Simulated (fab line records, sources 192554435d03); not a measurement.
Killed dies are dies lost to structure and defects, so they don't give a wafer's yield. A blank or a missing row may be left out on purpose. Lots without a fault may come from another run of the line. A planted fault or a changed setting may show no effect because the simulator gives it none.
fab line records | flow n5_finfet
record lots=24 wafers=72 last_day=18
route steps=1938 shown BEOL_M14@1733 BEOL_M15@1774 MIM_TOP_ETCH@1851
lots that met no fault: from a run of the same line without faults
start_h: hours from the record's first day to the start of the lot's first wafer shown | wait_h: hours since the lot's step before | " the same as in the row above | L1.1+2: a row that stands for several wafers | - no value, or no start given | * or withheld: withheld | < > ~ a bound
route shown NAME@n: a module of which the file shows steps, and the number in the route of the first | usual: mean/standard deviation of fault-free wafers | same: alike in all rows | chamber/n: place in a boat | sites: the reading at each site | _std_site: their standard deviation | _edge_site: outer sites' mean less inner sites' | radius_mm: how far each site lies from the wafer's centre | mask NAME#n: copy n | behind: the tool/chamber that last shaped the wafer | hold: why the lot was held/for how many hours/how that ended | device: the transistor (n, p or np) that didn't switch | end of line: the same wafers' tests at the end of the route | a step without rows: its recipe alone | killed: dies lost to structure and defects at the first sort, not the wafer's yield | map: a wafer's dies, x killed, . not, _ none there
set.NAME: the setting as run; set.NAME@STEP: as run at that earlier step | model.NAME: the simulator's own value behind a step, which no gauge read
steps of the route over a sample of lots; a table a step, a row a wafer
services: from which hour (start_h, from the record's first day; less than 0 if before it) a tool's chamber was out of use, for how many hours, and why
## steps
# step N5_BEOL_M14_STRIP_64
# recipe chemistry=O2 power_w=600 temp_c=60 pressure_mtorr=30 rf_frequency_hz=6e+07 bias_power_w=0 overash_fraction=0.3 o2_flow_sccm=225
# usual drypump_motor_current_A=5.7/0.45 oes_product_au=0.77/0.061 rf_vpp_V=3.7/0.46 showerhead_plenum_p_Torr=2.08/0.087 throttle_valve_pct=16.69/0.11
# columns lot.wafer tool chamber start_h wait_h drypump_motor_current_A oes_product_au rf_hours_counter_h rf_vpp_V showerhead_plenum_p_Torr throttle_valve_pct
L074.3 rie_diel-04 2 - - 4.7 0.83 68 2.9 2.12 16.43
L074.4 " 0 " " 6.1 0.83 64 4.2 2.02 16.51
L074.6 " 3 " " 5.5 0.82 - 3.5 2.13 16.63
L075.1 rie_diel-01 3 - - 6.2 0.74 146 2.9 2.02 16.68
L075.3 " 0 " " 6.2 0.80 97 3.7 2.02 16.67
L075.5 " 1 " " 5.1 0.87 - 3.2 2.25 16.65
L076.3 rie_diel-04 3 - - 5.5 0.81 78 3.4 2.12 16.65
L076.5 " 0 " " 6.1 0.83 - 4.2 2.02 16.51
L076.6 " 3 " " 5.5 0.82 - 2.9 2.12 16.65
L078.3 rie_diel-02 2 - - 5.7 0.83 79 4.2 2.02 16.68
L078.5 " 1 " " 6.1 0.73 - 3.9 1.99 16.74
L078.6 " 2 " " 5.7 0.84 - 3.3 2.02 16.68
L077.1 rie_diel-01 0 - - 6.2 0.79 99 3.6 2.02 16.65
L077.2 " 1 " " 5.0 0.87 32 3.4 2.25 16.67
L077.6 " 0 " " 6.2 0.79 - 5.0 2.02 16.65
L081.1 rie_diel-01 0 - - 6.3 0.78 110 4.2 2.02 16.69
L081.3 " 2 " " 5.7 0.75 163 4.2 2.10 16.75
L081.6 " 0 " " 6.2 0.78 - 3.7 2.02 16.69
L080.1 rie_diel-02 3 - - 5.9 0.72 178 3.6 2.18 16.49
L080.2 " 2 " " 5.7 0.83 88 3.3 2.01 16.71
L080.3 " 1 " " 6.1 0.72 184 4.1 1.98 16.76
L082.4 rie_diel-02 2 - - 5.7 0.83 89 4.3 2.01 16.70
L082.5 " 2 " " 5.7 0.83 - 4.0 2.01 16.71
L082.6 " 3 " " 5.9 0.73 - 3.7 2.18 16.47
L083.3 rie_diel-02 0 - - 5.2 0.67 241 4.4 2.05 16.79
L083.4 " 3 " " 5.9 0.73 183 3.2 2.18 16.47
L083.6 " 1 " " 6.2 0.73 - 3.1 1.98 16.79
L084.1 rie_diel-01 0 - - 6.2 0.78 116 3.2 2.01 16.69
L084.4 " 3 " " 6.2 0.74 162 3.7 2.01 16.72
L084.6 " 2 " " 5.6 0.74 - 3.0 2.10 16.76
L079.2 rie_diel-01 1 - - 5.0 0.84 54 4.3 2.24 16.69
L079.3 " 3 " " 6.2 0.73 166 4.1 2.01 16.73
L079.6 " 2 " " 5.7 0.73 - 3.6 2.10 16.76
L085.2 rie_diel-02 2 - - 5.7 0.81 101 3.1 2.01 16.74
L085.3 " 0 " " 5.2 0.66 248 4.6 2.05 16.79
L085.4 " 1 " " 6.1 0.71 197 4.4 1.98 16.78
L087.1 rie_diel-02 1 - - 6.1 0.72 198 3.8 1.98 16.79
L087.4 " 0 " " 5.2 0.65 249 4.3 2.05 16.81
L087.5 " 3 " " 5.9 0.72 - 4.0 2.18 16.50
L086.1 rie_diel-04 1 - - 5.4 0.72 194 3.7 1.99 16.77
L086.2 " 3 " " 5.5 0.78 104 3.8 2.11 16.70
L086.3 " 2 " " 4.7 0.80 103 3.8 2.11 16.49
L088.1 rie_diel-01 2 - - 5.6 0.73 183 2.8 2.09 16.80
L088.3 " 1 " " 5.0 0.82 63 3.4 2.23 16.72
L088.6 " 0 " " 6.3 0.76 - 3.9 2.01 16.72
L089.3 rie_diel-01 3 - - 6.2 0.72 178 4.2 2.01 16.73
L089.4 " 2 " " 5.7 0.72 186 3.5 2.09 16.78
L089.6 " 3 " " 6.2 0.72 - 3.2 2.01 16.73
L090.2 rie_diel-01 1 - - 5.0 0.82 67 3.7 2.23 16.71
L090.4 " 3 " " 6.2 0.72 178 4.4 2.01 16.74
L090.6 " 1 " " 5.1 0.83 - 4.0 2.23 16.75
L093.2 rie_diel-02 1 - - 6.2 0.70 210 3.3 1.97 16.81
L093.4 " 3 " " 5.9 0.70 - 4.1 2.17 16.51
L093.5 " 1 " " 6.1 0.70 - 3.5 1.98 16.82
L091.2 rie_diel-01 1 - - 5.0 0.82 69 4.2 2.23 16.72
L091.4 " 0 " " 6.2 0.77 136 3.5 2.01 16.73
L091.5 " 3 " " 6.2 0.72 - 3.1 2.01 16.75
L096.2 rie_diel-02 0 - - 5.2 0.94 13 3.5 2.04 16.42
L096.4 " 1 " " 6.1 0.70 - 2.7 1.97 16.83
L096.6 " 0 " " 5.2 0.93 - 3.2 2.04 16.44
L092.1 rie_diel-02 1 - - 6.1 0.70 223 3.1 1.97 16.84
L092.2 " 0 " " 5.2 0.94 13 3.7 2.04 16.43
L092.5 " 3 " " 5.9 0.70 - 2.9 2.17 16.54
L094.3 rie_diel-01 0 - - 6.2 0.76 145 4.2 2.00 16.75
L094.4 " 1 " " 5.0 0.81 76 3.6 2.23 16.75
L094.5 " 2 " " 5.6 0.72 - 3.2 2.09 16.82
L095.2 rie_diel-01 3 - - 6.2 0.72 191 3.6 2.00 16.77
L095.3 " 2 " " 5.6 0.72 198 3.8 2.09 16.81
L095.5 " 2 " " 5.6 0.72 - 4.7 2.09 16.80
L097.2 rie_diel-01 2 - - 5.6 0.72 199 3.5 2.09 16.82
L097.3 " 1 " " 5.0 0.81 78 4.2 2.23 16.75
L097.5 " 3 " " 6.2 0.72 - 4.2 2.00 16.78
# step N5_BEOL_M15_THK_MEAS_01
# recipe reads=SiO2_of_BEOL_M15_ILD_DEP_00
# usual M15_ILD_THK=1634/21
# columns lot.wafer tool chamber start_h wait_h M15_ILD_THK[nm]
L074.3 film_metro-01 - 248.60 0.1 1645
L074.4 " - " " 1679
L074.6 " - " " 1642
L075.1 film_metro-01 - 267.76 0.2 1606
L075.3 " - " " 1608
L075.5 " - " " 1643
L076.3 film_metro-01 - 270.30 0.1 1630
L076.5 " - " " 1662
L076.6 " - " " 1655
L078.3 film_metro-01 - 273.97 0.2 1611
L078.5 " - " " 1622
L078.6 " - " " 1657
L077.1 film_metro-01 - 274.00 0.3 1635
L077.2 " - " " 1614
L077.6 " - " " 1642
L081.1 film_metro-01 - 309.55 0.1 1641
L081.3 " - " " 1626
L081.6 " - " " 1652
L080.1 film_metro-01 - 309.95 0.1 1592
L080.2 " - " " 1615
L080.3 " - " " 1610
L082.4 film_metro-01 - 312.90 0.0 1635
L082.5 " - " " 1658
L082.6 " - " " 1633
L084.1 film_metro-02 - 325.50 0.1 1598
L084.4 " - " " 1643
L084.6 " - " " 1651
L083.3 film_metro-01 - 334.22 0.1 1607
L083.4 " - " " 1638
L083.6 " - " " 1641
L079.2 film_metro-02 - 340.24 0.1 1614
L079.3 " - " " 1600
L079.6 " - " " 1648
L085.2 film_metro-01 - 354.92 0.1 1608
L085.3 " - " " 1615
L085.4 " - " " 1650
L087.1 film_metro-02 - 357.44 0.1 1628
L087.4 " - " " 1655
L087.5 " - " " 1650
L086.1 film_metro-01 - 361.05 0.1 1615
L086.2 " - " " 1647
L086.3 " - " " 1643
L088.1 film_metro-01 - 367.59 0.1 1648
L088.3 " - " " 1661
L088.6 " - " " 1662
L089.3 film_metro-01 - 376.15 0.1 1603
L089.4 " - " " 1650
L089.6 " - " " 1607
L090.2 film_metro-02 - 376.97 0.1 1641
L090.4 " - " " 1656
L090.6 " - " " 1660
L093.2 film_metro-02 - 379.29 0.1 1614
L093.4 " - " " 1648
L093.5 " - " " 1645
L091.2 film_metro-02 - 379.90 0.1 1634
L091.4 " - " " 1656
L091.5 " - " " 1640
L096.2 film_metro-02 - 404.84 0.1 1614
L096.4 " - " " 1637
L096.6 " - " " 1641
L092.1 film_metro-02 - 409.81 0.1 1623
L092.2 " - " " 1648
L092.5 " - " " 1659
L094.3 film_metro-01 - 410.22 0.1 1631
L094.4 " - " " 1621
L094.5 " - " " 1628
L095.2 film_metro-01 - 413.09 0.1 1605
L095.3 " - " " 1632
L095.5 " - " " 1613
L097.2 film_metro-02 - 413.14 0.1 1632
L097.3 " - " " 1647
L097.5 " - " " 1670
# step N5_BEOL_M15_CD_MEAS_28
# recipe target_cd_nm=407.6 landing_energy_ev=500 detector=se_inlens
# usual cd_nm=407.1/2.2
# columns lot.wafer tool chamber start_h wait_h cd_nm
L074.3 cd_sem-02 0 250.69 - 404.1
L074.4 " 0 " " 404.9
L074.6 " 0 " " 407.2
L075.1 cd_sem-03 0 270.23 - 407.4
L075.3 " 0 " " 408.3
L075.5 " 0 " " 406.8
L076.3 cd_sem-03 0 274.93 - 406.3
L076.5 " 0 " " 404.9
L076.6 " 0 " " 409.3
L078.3 cd_sem-01 0 278.77 - 411.0
L078.5 " 0 " " 405.2
L078.6 " 0 " " 407.2
L077.1 cd_sem-01 0 279.31 - 403.7
L077.2 " 0 " " 408.1
L077.6 " 0 " " 405.0
L081.1 cd_sem-01 0 311.58 - 406.2
L081.3 " 0 " " 402.8
L081.6 " 0 " " 407.1
L080.1 cd_sem-01 0 312.06 - 406.3
L080.2 " 0 " " 407.7
L080.3 " 0 " " 407.2
L082.4 cd_sem-03 0 314.95 - 403.2
L082.5 " 0 " " 408.9
L082.6 " 0 " " 404.6
L084.1 cd_sem-02 0 327.51 - 408.7
L084.4 " 0 " " 404.2
L084.6 " 0 " " 404.5
L083.3 cd_sem-03 0 336.11 - 407.7
L083.4 " 0 " " 408.3
L083.6 " 0 " " 407.9
L079.2 cd_sem-01 0 342.00 - 407.1
L079.3 " 0 " " 408.1
L079.6 " 0 " " 406.8
L085.2 cd_sem-03 0 356.69 - 402.2
L085.3 " 0 " " 408.0
L085.4 " 0 " " 404.0
L087.1 cd_sem-02 0 359.33 - 406.6
L087.4 " 0 " " 405.0
L087.5 " 0 " " 405.7
L086.1 cd_sem-01 0 362.94 - 405.8
L086.2 " 0 " " 408.1
L086.3 " 0 " " 407.8
L088.1 cd_sem-03 0 369.35 - 403.8
L088.3 " 0 " " 405.9
L088.6 " 0 " " 407.9
L089.3 cd_sem-01 0 378.29 - 410.5
L089.4 " 0 " " 408.3
L089.6 " 0 " " 408.1
L090.2 cd_sem-03 0 378.97 - 409.1
L090.4 " 0 " " 407.8
L090.6 " 0 " " 410.4
L093.2 cd_sem-03 0 381.30 - 409.2
L093.4 " 0 " " 410.4
L093.5 " 0 " " 409.7
L091.2 cd_sem-02 0 381.91 - 406.8
L091.4 " 0 " " 408.1
L091.5 " 0 " " 409.0
L096.2 cd_sem-02 0 406.85 - 410.4
L096.4 " 0 " " 409.6
L096.6 " 0 " " 409.8
L092.1 cd_sem-02 0 411.87 - 405.4
L092.2 " 0 " " 408.3
L092.5 " 0 " " 405.4
L094.3 cd_sem-01 0 412.62 - 405.8
L094.4 " 0 " " 406.3
L094.5 " 0 " " 404.2
L095.2 cd_sem-03 0 415.11 - 409.9
L095.3 " 0 " " 411.3
L095.5 " 0 " " 409.1
L097.2 cd_sem-02 0 415.59 - 406.7
L097.3 " 0 " " 403.8
L097.5 " 0 " " 405.3
# step N5_BEOL_M15_CMP_49
# recipe stop_on=SiO2 t_overpolish_s=4.9 down_force_psi=2 platen_rpm=80 clearing_platen_down_force_psi=2 clearing_platen_rpm=80 post_cmp_clean=cu_alkaline target_thk_nm=850 clearing_platen_pad_velocity_m_s=1.5917 pad_velocity_m_s=1.5917
# usual barrier_field_endpoint_s=11.36/0.29 motor_current_A=8.4/0.76 overpolish_run_s=4.899/0.0092 pad_life_wafers=926/580
# columns lot.wafer tool chamber start_h wait_h barrier_field_endpoint_s motor_current_A overpolish_run_s pad_life_wafers
L074.3 cmp-03 0 254.39 0.2 11.92 8.0 4.900 1123
L074.4 " 1 " " 11.90 9.8 4.914 1124
L074.6 " 0 " " 11.98 7.7 4.883 -
L075.3 cmp-03 0 275.43 0.3 11.47 7.7 4.902 1284
L075.1 " 3 " " 11.15 8.5 4.891 1287
L075.5 " 1 " " 11.32 9.9 4.908 -
L076.3 cmp-02 0 281.55 0.2 11.15 9.3 4.889 710
L076.5 " 2 " " 11.08 8.9 4.897 -
L076.6 " 3 " " 11.44 8.2 4.895 -
L078.3 cmp-01 3 283.94 0.2 11.31 8.1 4.891 1868
L078.5 " 1 " " 11.40 9.2 4.891 -
L078.6 " 2 " " 12.14 7.6 4.915 -
L077.1 cmp-02 3 284.14 0.3 11.41 8.3 4.889 732
L077.2 " 0 " " 11.12 9.5 4.907 733
L077.6 " 0 " " 11.25 8.9 4.896 -
L081.3 cmp-03 1 314.86 0.2 11.76 9.9 4.897 1548
L081.1 " 2 " " 11.59 6.8 4.897 1549
L081.6 " 2 " " 11.57 6.6 4.905 -
L080.1 cmp-02 2 315.42 0.3 10.89 9.2 4.902 997
L080.3 " 3 " " 10.80 8.4 4.900 998
L080.2 " 0 " " 11.06 9.5 4.906 999
L082.4 cmp-01 3 324.94 0.2 11.02 8.3 4.915 123
L082.5 " 0 " " 10.61 8.6 4.901 -
L082.6 " 1 " " 10.73 9.6 4.904 -
L084.4 cmp-01 0 332.28 0.1 11.49 8.4 4.911 156
L084.1 " 2 " " 11.66 7.5 4.881 158
L084.6 " 0 " " 11.23 8.0 4.900 -
L083.3 cmp-02 2 338.67 0.2 11.20 9.2 4.904 1147
L083.4 " 3 " " 11.32 7.9 4.908 1148
L083.6 " 2 " " 11.23 8.9 4.889 -
L079.3 cmp-01 0 344.45 0.2 11.25 8.2 4.905 240
L079.2 " 2 " " 11.80 7.0 4.883 242
L079.6 " 1 " " 11.70 9.1 4.907 -
L085.4 cmp-02 1 361.13 0.1 11.32 7.9 4.897 1332
L085.2 " 3 " " 11.37 8.7 4.875 1334
L085.3 " 0 " " 11.25 9.5 4.901 1335
L086.3 cmp-02 2 371.32 0.2 11.13 8.5 4.907 1428
L086.1 " 3 " " 11.20 8.3 4.907 1429
L086.2 " 0 " " 11.50 9.6 4.907 1430
L087.1 cmp-01 2 372.61 0.3 11.40 7.4 4.897 463
L087.4 " 3 " " 11.13 8.2 4.912 464
L087.5 " 1 " " 11.24 9.5 4.907 -
L088.1 cmp-02 0 373.56 0.3 11.08 9.2 4.897 1452
L088.3 " 3 " " 11.14 8.4 4.896 1455
L088.6 " 1 " " 11.30 7.6 4.909 -
L089.4 cmp-01 1 384.55 0.2 11.05 8.9 4.908 565
L089.3 " 3 " " 11.17 8.2 4.889 567
L089.6 " 1 " " 11.14 9.3 4.908 -
L090.4 cmp-01 2 384.79 0.1 11.70 7.3 4.908 570
L090.2 " 1 " " 11.12 9.1 4.892 573
L090.6 " 2 " " 11.84 7.6 4.907 -
L093.4 cmp-01 1 386.56 0.2 11.43 9.5 4.907 583
L093.2 " 3 " " 11.31 8.4 4.914 585
L093.5 " 0 " " 11.12 8.2 4.910 -
L091.2 cmp-03 1 387.16 0.3 11.48 9.4 4.907 2078
L091.4 " 2 " " 11.70 7.0 4.903 2079
L091.5 " 0 " " 11.51 7.9 4.904 -
L096.2 cmp-03 3 408.88 0.2 10.95 8.0 4.893 108
L096.4 " 2 " " 11.56 7.2 4.887 111
L096.6 " 0 " " 11.82 8.0 4.905 -
L092.2 cmp-01 2 417.06 0.2 11.99 7.6 4.892 804
L092.1 " 1 " " 11.36 8.9 4.919 807
L092.5 " 3 " " 11.29 8.5 4.907 -
L094.4 cmp-01 2 418.78 0.2 11.65 7.0 4.897 817
L094.3 " 0 " " 11.28 8.1 4.907 819
L094.5 " 1 " " 11.48 9.0 4.910 -
L095.2 cmp-03 3 419.97 0.2 11.21 7.8 4.911 216
L095.3 " 1 " " 11.04 10.3 4.885 218
L095.5 " 3 " " 11.19 8.2 4.904 -
L097.2 cmp-02 1 420.02 0.2 11.23 8.1 4.899 1866
L097.3 " 3 " " 11.48 7.9 4.885 1868
L097.5 " 1 " " 11.15 7.7 4.881 -
# step N5_MIM_TOP_ETCH_ETCH_00
# recipe chemistry=Cl2/BCl3 target=TiN target_depth_a=385 ion_energy_ev=150 pressure_mtorr=10 icp_w=1000 bias_w=126 Cl2_flow_sccm=53.25 bcl3_flow_sccm=21.75 Ar_flow_sccm=25
# usual bcl3_flow_sccm=21.74/0.067 drypump_motor_current_A=5.8/0.35 oes_product_au=0.82/0.059 throttle_valve_pct=22.69/0.13
# columns lot.wafer tool chamber start_h wait_h bcl3_flow_sccm drypump_motor_current_A oes_product_au rf_hours_counter_h throttle_valve_pct
L074.3 rie_metal-01 1 258.88 0.1 21.73 5.7 0.75 - 22.84
L074.4 " 0 " " 21.75 6.3 0.75 - 22.53
L074.6 " 1 " " 21.79 5.7 0.75 - 22.81
L075.1 rie_metal-03 0 279.71 1.6 21.65 5.5 0.88 14 22.85
L075.3 " 0 " " 21.76 5.5 0.88 - 22.85
L075.5 " 1 " " 21.70 5.4 0.80 - 22.62
L076.3 rie_metal-03 0 284.35 0.1 21.86 5.4 0.87 - 22.82
L076.5 " 1 " " 21.79 5.4 0.79 - 22.61
L076.6 " 0 " " 21.88 5.4 0.87 - 22.83
L078.3 rie_metal-03 1 286.76 0.2 21.59 5.4 0.80 - 22.60
L078.5 " 0 " " 21.72 5.4 0.88 - 22.84
L078.6 " 1 " " 21.76 5.4 0.79 - 22.62
L077.1 rie_metal-01 1 290.92 0.1 21.82 5.8 0.75 50 22.83
L077.2 " 0 " " 21.68 6.3 0.75 61 22.53
L077.6 " 0 " " 21.76 6.3 0.75 - 22.54
L081.1 rie_metal-03 0 321.53 0.1 21.76 5.4 0.86 17 22.85
L081.3 " 0 " " 21.71 5.4 0.87 - 22.85
L081.6 " 1 " " 21.69 5.4 0.78 - 22.62
L080.1 rie_metal-01 0 323.36 0.1 21.72 6.3 0.74 62 22.54
L080.2 " 1 " " 21.70 5.7 0.75 52 22.81
L080.3 " 0 " " 21.77 6.4 0.74 - 22.55
L082.4 rie_metal-01 0 332.62 0.1 21.82 6.3 0.74 - 22.54
L082.5 " 1 " " 21.67 5.7 0.74 - 22.84
L082.6 " 0 " " 21.90 6.3 0.74 - 22.53
L084.1 rie_metal-03 0 337.74 0.1 21.58 5.5 0.86 18 22.84
L084.4 " 0 " " 21.70 5.5 0.86 - 22.85
L084.6 " 0 " " 21.61 5.5 0.86 - 22.85
L083.3 rie_metal-02 0 344.43 0.1 21.80 6.2 0.87 - 22.52
L083.4 " 1 " " 21.67 5.8 0.93 - 22.72
L083.6 " 0 " " 21.81 6.2 0.87 - 22.54
L079.2 rie_metal-03 1 348.97 0.1 21.59 5.4 0.77 37 22.64
L079.3 " 1 " " 21.67 5.4 0.77 - 22.61
L079.6 " 0 " " 21.86 5.5 0.85 - 22.85
L085.2 rie_metal-02 1 367.09 0.1 21.68 5.9 0.91 8 22.72
L085.3 " 0 " " 21.78 6.2 0.86 - 22.53
L085.4 " 1 " " 21.76 5.9 0.91 - 22.74
L086.1 rie_metal-02 0 375.37 0.1 21.90 6.2 0.86 14 22.55
L086.2 " 1 " " 21.69 5.9 0.90 9 22.75
L086.3 " 0 " " 21.76 6.2 0.86 - 22.55
L087.1 rie_metal-02 1 377.73 0.1 21.63 5.9 0.90 9 22.72
L087.4 " 0 " " 21.65 6.2 0.84 - 22.54
L087.5 " 0 " " 21.74 6.2 0.86 - 22.55
L088.1 rie_metal-01 1 379.04 0.1 21.78 5.7 0.73 56 22.82
L088.3 " 0 " " 21.76 6.3 0.73 - 22.56
L088.6 " 1 " " 21.80 5.7 0.73 - 22.85
L089.3 rie_metal-02 1 388.20 0.1 21.75 5.9 0.89 - 22.75
L089.4 " 0 " " 21.72 6.2 0.85 - 22.54
L089.6 " 1 " " 21.72 5.8 0.89 - 22.73
L090.2 rie_metal-03 1 388.63 0.1 21.72 5.4 0.77 40 22.64
L090.4 " 0 " " 21.70 5.5 0.84 - 22.86
L090.6 " 1 " " 21.71 5.4 0.77 - 22.64
L093.2 rie_metal-03 1 391.99 0.1 21.84 5.4 0.76 40 22.62
L093.4 " 1 " " 21.95 5.5 0.77 - 22.64
L093.5 " 0 " " 21.72 5.5 0.84 - 22.86
L091.2 rie_metal-01 1 392.59 0.1 21.69 5.7 0.73 58 22.85
L091.4 " 0 " " 21.76 6.3 0.73 - 22.55
L091.5 " 1 " " 21.78 5.7 0.73 - 22.85
L096.2 rie_metal-02 1 415.00 0.1 21.76 5.9 0.88 12 22.74
L096.4 " 0 " " 21.72 6.2 0.84 - 22.56
L096.6 " 0 " " 21.59 6.2 0.84 - 22.55
L092.1 rie_metal-02 0 423.13 0.1 21.86 6.2 0.84 19 22.55
L092.2 " 1 " " 21.74 5.9 0.88 13 22.74
L092.5 " 0 " " 21.89 6.2 0.84 - 22.54
L094.3 rie_metal-03 0 423.85 0.1 21.69 5.5 0.83 - 22.86
L094.4 " 1 " " 21.73 5.4 0.76 - 22.65
L094.5 " 1 " " 21.83 5.4 0.75 - 22.65
L095.2 rie_metal-03 0 424.74 0.1 21.69 5.5 0.84 25 22.86
L095.3 " 0 " " 21.77 5.5 0.84 - 22.87
L095.5 " 0 " " 21.82 5.5 0.84 - 22.86
L097.2 rie_metal-02 0 425.19 0.1 21.78 6.2 0.84 19 22.53
L097.3 " 0 " " 21.77 6.2 0.84 - 22.55
L097.5 " 0 " " 21.78 6.2 0.84 - 22.54
# step N5_MIM_TOP_ETCH_PECVD_03
# recipe material=SiNx target_thk_a=200 temp_c=400 precursor=SiH4/NH3/N2 pressure_torr=1.5 rf_w=300 time_s=17.6
# usual chamber_pressure_Torr=1.500/0.0034 heater_power_w=755/78 showerhead_plenum_p_Torr=5.15/0.088 throttle_valve_pct=38.7/1.5
# columns lot.wafer tool chamber start_h wait_h chamber_pressure_Torr heater_power_w showerhead_plenum_p_Torr throttle_valve_pct
L074.3 pecvd-04 0 259.32 - 1.498 776 5.27 37.9
L074.4 " 1 " " 1.500 870 5.20 41.1
L074.6 " 2 " " 1.503 813 5.19 37.3
L075.1 pecvd-02 0 279.97 - 1.497 720 5.12 41.9
L075.3 " 1 " " 1.499 611 5.03 39.7
L075.5 " 1 " " 1.500 622 5.02 39.8
L076.3 pecvd-04 0 284.60 - 1.506 798 5.25 37.7
L076.5 " 1 " " 1.502 899 5.19 41.0
L076.6 " 2 " " 1.500 791 5.18 37.4
L078.3 pecvd-03 1 287.03 - 1.506 734 4.99 38.8
L078.5 " 2 " " 1.500 762 5.14 37.5
L078.6 " 1 " " 1.503 733 4.99 38.9
L077.1 pecvd-04 0 291.15 - 1.505 743 5.24 37.8
L077.2 " 2 " " 1.503 824 5.19 37.7
L077.6 " 2 " " 1.505 830 5.19 37.5
L081.1 pecvd-02 1 321.73 - 1.501 638 5.04 39.6
L081.3 " 0 " " 1.494 623 5.10 41.8
L081.6 " 0 " " 1.498 613 5.11 41.8
L080.1 pecvd-03 1 323.58 - 1.501 770 4.99 39.2
L080.2 " 0 " " 1.502 781 5.21 38.7
L080.3 " 2 " " 1.498 780 5.15 37.6
L082.4 pecvd-03 2 332.91 - 1.498 773 5.14 37.8
L082.5 " 0 " " 1.503 867 5.20 38.7
L082.6 " 1 " " 1.498 744 4.99 39.2
L084.1 pecvd-04 1 337.94 - 1.500 804 5.21 40.9
L084.4 " 0 " " 1.500 763 5.27 37.8
L084.6 " 1 " " 1.502 843 5.21 41.0
L083.3 pecvd-04 0 344.59 - 1.503 772 5.26 38.1
L083.4 " 2 " " 1.504 741 5.19 37.6
L083.6 " 0 " " 1.496 780 5.26 38.1
L079.2 pecvd-03 2 349.17 - 1.506 677 5.15 38.0
L079.3 " 1 " " 1.493 782 5.00 39.2
L079.6 " 0 " " 1.498 794 5.22 38.9
L085.2 pecvd-03 0 367.30 - 1.498 832 5.21 38.9
L085.3 " 1 " " 1.500 760 4.99 38.7
L085.4 " 1 " " 1.505 769 5.00 39.0
L086.1 pecvd-02 1 375.58 - 1.492 571 5.02 39.9
L086.2 " 0 " " 1.499 695 5.11 41.6
L086.3 " 2 " " 1.501 779 5.22 36.4
L087.1 pecvd-03 0 377.94 - 1.494 753 5.22 38.7
L087.4 " 2 " " 1.499 735 5.14 37.8
L087.5 " 0 " " 1.496 748 5.22 38.8
L088.1 pecvd-02 0 379.24 - 1.496 629 5.10 41.7
L088.3 " 1 " " 1.501 573 5.02 40.1
L088.6 " 1 " " 1.498 571 5.03 39.6
L089.3 pecvd-03 1 388.36 - 1.502 684 5.00 39.0
L089.4 " 1 " " 1.501 679 5.00 39.0
L089.6 " 2 " " 1.499 757 5.14 37.6
L090.2 pecvd-03 0 388.89 - 1.499 856 5.23 38.6
L090.4 " 1 " " 1.500 665 5.01 39.0
L090.6 " 2 " " 1.500 688 5.15 37.8
L093.2 pecvd-04 0 392.20 - 1.491 766 5.25 37.7
L093.4 " 2 " " 1.506 827 5.18 37.8
L093.5 " 1 " " 1.497 828 5.18 41.1
L091.2 pecvd-04 0 392.80 - 1.503 731 5.27 37.8
L091.4 " 2 " " 1.500 817 5.19 37.9
L091.5 " 0 " " 1.502 729 5.26 37.8
L096.2 pecvd-02 2 415.23 - 1.497 724 5.22 36.5
L096.4 " 0 " " 1.503 722 5.11 41.9
L096.6 " 2 " " 1.499 728 5.22 36.3
L092.1 pecvd-03 0 423.34 - 1.496 734 5.21 38.6
L092.2 " 1 " " 1.503 689 4.99 39.2
L092.5 " 2 " " 1.497 717 5.15 37.8
L094.3 pecvd-03 0 424.01 - 1.494 888 5.22 38.6
L094.4 " 0 " " 1.495 877 5.23 38.9
L094.5 " 2 " " 1.502 677 5.13 38.1
L095.2 pecvd-03 0 424.95 - 1.497 771 5.22 38.9
L095.3 " 2 " " 1.498 774 5.14 37.9
L095.5 " 2 " " 1.497 782 5.14 38.0
L097.2 pecvd-04 2 425.49 - 1.501 720 5.18 38.1
L097.3 " 0 " " 1.496 740 5.28 37.7
L097.5 " 2 " " 1.503 711 5.19 37.8
## services
# columns tool chamber start_h hours kind
rie_diel-02 2 220.41 6.5 repair
cmp-01 - 228.56 6.6 pm
rie_diel-01 2 231.74 9.0 repair
pecvd-04 2 233.81 14.8 repair
pecvd-04 - 237.05 0.8 repair
cmp-03 - 240.67 1.8 repair
pecvd-03 - 255.45 3.2 repair
cmp-01 - 263.20 0.5 repair
pecvd-03 0 264.70 12.5 repair
pecvd-04 - 264.72 2.1 repair
pecvd-03 0 286.79 6.2 repair
pecvd-03 1 289.53 4.4 repair
cmp-01 - 295.25 2.0 repair
cmp-02 - 296.23 6.5 repair
cmp-03 - 299.96 2.0 repair
rie_diel-01 3 303.58 4.3 repair
cmp-03 - 303.94 4.4 pm
cmp-01 - 306.26 4.0 pm
rie_metal-02 - 357.09 2.8 pm
cmp-03 - 364.38 5.4 repair
rie_metal-01 - 370.90 5.9 repair
rie_diel-02 2 384.68 51.3 repair
cmp-01 - 402.22 2.5 repair
rie_diel-01 3 425.38 4.0 repair
## key
fault none
